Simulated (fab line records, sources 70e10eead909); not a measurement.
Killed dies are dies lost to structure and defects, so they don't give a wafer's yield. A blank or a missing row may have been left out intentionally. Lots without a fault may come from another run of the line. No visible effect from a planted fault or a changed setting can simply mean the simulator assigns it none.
A struck lot beside a sound one	flow nand_harc	34 steps out of a route of 1159
Sound: wafers L171.1, L171.3, L171.5. The struck wafers were L176.4, L176.5, L176.6. The cause comes at the end.
Per side, at each step with rows, come the tool, then ch with its chambers, and then its first start. Under that, the readings that differ: sound wafers	struck wafers	difference of the means	sigmas: that difference in standard deviations of wafers without a fault.
alike: a reading whose means differ by less than 2 such deviations, as well as words and numbers matching on both sides. not compared: withheld readings; readings where some wafer has no value; bounds like >300 that might hide an equal value; numbers whose values overlap and for which the record gives no deviation.
Wherever a step has rows on one side only, a row that says differs or no value, or a row with sigmas, the two part there. Numbers that don't overlap but have no deviation are shown without sigmas and don't part them. Lack of a reading on every wafer of one side parts them only where that side has two or more wafers.

first, 5 steps without rows for these wafers: NHARC_A_ONON_D1_DEP_22 (target thk 1000 nm); NHARC_A_ONON_D1_DEP_25 (target thk 1000 nm); NHARC_A_ONON_D1_DEP_28 (target thk 1000 nm); NHARC_A_ONON_D1_DEP_33 (deposits SiO2, target thk 200 nm); NHARC_A_CHANNEL_HOLE_D1_DEP_00 (deposits aC, target thk 3100 nm).
NHARC_A_CHANNEL_HOLE_D1_DEP_01: deposits SiON, target thk 140 nm.
  sound on pecvd-04 ch 1,2, day 12 04:06; struck on pecvd-03 ch 0,1,2, day 12 20:59
  alike: heater_power_w
then, 10 steps without rows for these wafers: NHARC_A_CHANNEL_HOLE_D1_DEHYDRATE_02 (time 120 s); NHARC_A_CHANNEL_HOLE_D1_HMDS_03 (time 30 s); NHARC_A_CHANNEL_HOLE_D1_COAT_36 (time 75 s); NHARC_A_CHANNEL_HOLE_D1_COAT_37 (time 65 s); NHARC_A_CHANNEL_HOLE_D1_COAT_04 (resist thk 90 nm); NHARC_A_CHANNEL_HOLE_D1_SOFTBAKE_05 (time 55 s); NHARC_A_CHANNEL_HOLE_D1_EBR_06; NHARC_A_CHANNEL_HOLE_D1_EXPOSE_07 (exposes mask HOLE D1, target cd 100 nm); NHARC_A_CHANNEL_HOLE_D1_PEB_08 (peb time 65 s); NHARC_A_CHANNEL_HOLE_D1_DEVELOP_09 (develop time 35 s).
NHARC_A_CHANNEL_HOLE_D1_INSPECT_12:
  sound on defect_inspect-01 at day 12 04:59; struck on defect_inspect-02 at day 12 21:45
reading	sound	struck	difference	sigmas
raw_defect_count	7 2 7	458 427 402	+424	+99 or more
then, 15 steps without rows for these wafers: NHARC_A_CHANNEL_HOLE_D1_DESCUM_15 (chemistry O2, time 3 s); NHARC_A_CHANNEL_HOLE_D1_ETCH_38 (etches the open film in CF4, target depth 39 nm, time 65 s); NHARC_A_CHANNEL_HOLE_D1_ETCH_39 (etches the open film in N2/H2, target depth 260 nm, time 325 s); NHARC_A_CHANNEL_HOLE_D1_ETCH_34 (etches the open film in CF4/CHF3, target depth 154 nm, time 77 s); NHARC_A_CHANNEL_HOLE_D1_ETCH_16 (etches the open film in O2/COS, target depth 3100 nm, time 806 s); NHARC_A_CHANNEL_HOLE_D1_ETCH_19 (etches the open film in C4F8/O2/Ar, time 34.5 s); NHARC_A_CHANNEL_HOLE_D1_ETCH_20 (etches the open film in C4F8/O2/Ar, time 361.9 s, target depth 1600 nm); NHARC_A_CHANNEL_HOLE_D1_ETCH_21 (etches the open film in C4F8/O2/Ar, time 514.3 s, target depth 1600 nm); NHARC_A_CHANNEL_HOLE_D1_ETCH_22 (etches the open film in C4F8/O2/Ar, time 666.7 s, target depth 1600 nm); NHARC_A_CHANNEL_HOLE_D1_ETCH_23 (etches the open film in C4F8/O2/Ar, time 819 s, target depth 1600 nm); NHARC_A_CHANNEL_HOLE_D1_ETCH_24 (etches the open film in C4F8/O2/Ar, time 906.2 s, target depth 1500 nm); NHARC_A_CHANNEL_HOLE_D1_ETCH_25 (etches the open film in C4F8/O2/Ar, time 1040.2 s, target depth 1500 nm); NHARC_A_CHANNEL_HOLE_D1_ETCH_26 (etches the open film in C4F8/O2/Ar, time 224.1 s, target depth 300 nm); NHARC_A_CHANNEL_HOLE_D1_ETCH_33 (etches the open film in C4F8/O2/Ar, time 90 s, target depth 400 nm); NHARC_A_CHANNEL_HOLE_D1_STRIP_41 (strips in N2/H2).
NHARC_A_CHANNEL_HOLE_D1_INSPECT_40:
  sound on defect_inspect-01 at day 12 12:13; struck on defect_inspect-02 at day 13 04:50
reading	sound	struck	difference	sigmas
raw_defect_count	70 70 90	517 474 442	+401	+24
-- the record jumps here: 12 days lie between the struck wafers' starts before and after (it left off in module A_CHANNEL_HOLE_D1 and takes up again in module END, whose first step shown is number 1159 of the route) --
NHARC_END_SORT_01:
  sound on prober-01 ch 0, day 23 02:26; struck on prober-02 ch 0, day 24 17:26
reading	sound	struck	difference	sigmas
killed_at_array	43 52 43	135 124 75	+65	+6
killed_dies	46 56 44	142 133 76	+68	+6
  alike: killed_at_other, killed_at_periphery, killed_open, killed_short

WHERE THEY PART
At NHARC_A_CHANNEL_HOLE_D1_INSPECT_12 first; at NHARC_END_SORT_01 last (within this record only).

WHY: the cause the simulator had injected
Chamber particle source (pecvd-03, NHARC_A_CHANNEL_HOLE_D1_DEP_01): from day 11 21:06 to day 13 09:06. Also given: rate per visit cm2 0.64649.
